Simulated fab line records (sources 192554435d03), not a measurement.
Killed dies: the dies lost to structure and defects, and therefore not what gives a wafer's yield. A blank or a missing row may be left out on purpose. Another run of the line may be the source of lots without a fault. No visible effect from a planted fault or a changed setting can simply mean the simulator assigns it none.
Matching of chambers / flow n5_finfet / N5_FIN_SAQP_HM_DEP_72 on pecvd-02 has 3 sister chambers
The step deposits SiO2 from SiH4/N2O, target thk 12 nm, time 7.2 s. 3 wafers are shown with their chamber, then 9 later ones without.

== EACH WAFER AND ITS CHAMBER ==
wafer=L085.4; chamber=0; showerhead_plenum_p_Torr (Torr)=8.03
wafer=L085.5; chamber=2; showerhead_plenum_p_Torr (Torr)=7.99
wafer=L085.6; chamber=1; showerhead_plenum_p_Torr (Torr)=8.12

== WAFERS MISSING THEIR CHAMBER ==
wafer=L087.2; showerhead_plenum_p_Torr (Torr)=8.13
wafer=L087.3; showerhead_plenum_p_Torr (Torr)=8.04
wafer=L087.6; showerhead_plenum_p_Torr (Torr)=7.97
wafer=L091.2; showerhead_plenum_p_Torr (Torr)=8.04
wafer=L091.4; showerhead_plenum_p_Torr (Torr)=8.05
wafer=L091.5; showerhead_plenum_p_Torr (Torr)=7.96
wafer=L096.1; showerhead_plenum_p_Torr (Torr)=7.99
wafer=L096.2; showerhead_plenum_p_Torr (Torr)=8.12
wafer=L096.5; showerhead_plenum_p_Torr (Torr)=8.04

== WHICH CHAMBER EACH WENT THROUGH ==
wafer=L087.2; from the rows above=1; in truth=1
wafer=L087.3; from the rows above=0; in truth=0
wafer=L087.6; from the rows above=2; in truth=2
wafer=L091.2; from the rows above=0; in truth=0
wafer=L091.4; from the rows above=0; in truth=0
wafer=L091.5; from the rows above=2; in truth=2
wafer=L096.1; from the rows above=2; in truth=2
wafer=L096.2; from the rows above=1; in truth=1
wafer=L096.5; from the rows above=0; in truth=0
9 of 9 placed correctly. Not placeable from these rows: 0. Wrongly placed: 0.
How it was worked out, from the rows above alone: a wafer's distance from a chamber is the root of the sum, over the readings, of the square of ((its reading less the chamber's mean) divided by the reading's scatter). If the next closest chamber is less than 2 further off than the closest, the wafer can't be placed; otherwise it belongs to the closest. A chamber's mean is the mean of its shown wafers. The scatter (one wafer shown for each chamber): square how far every hidden wafer sits from the nearest shown wafer, average those squares and take the square root.
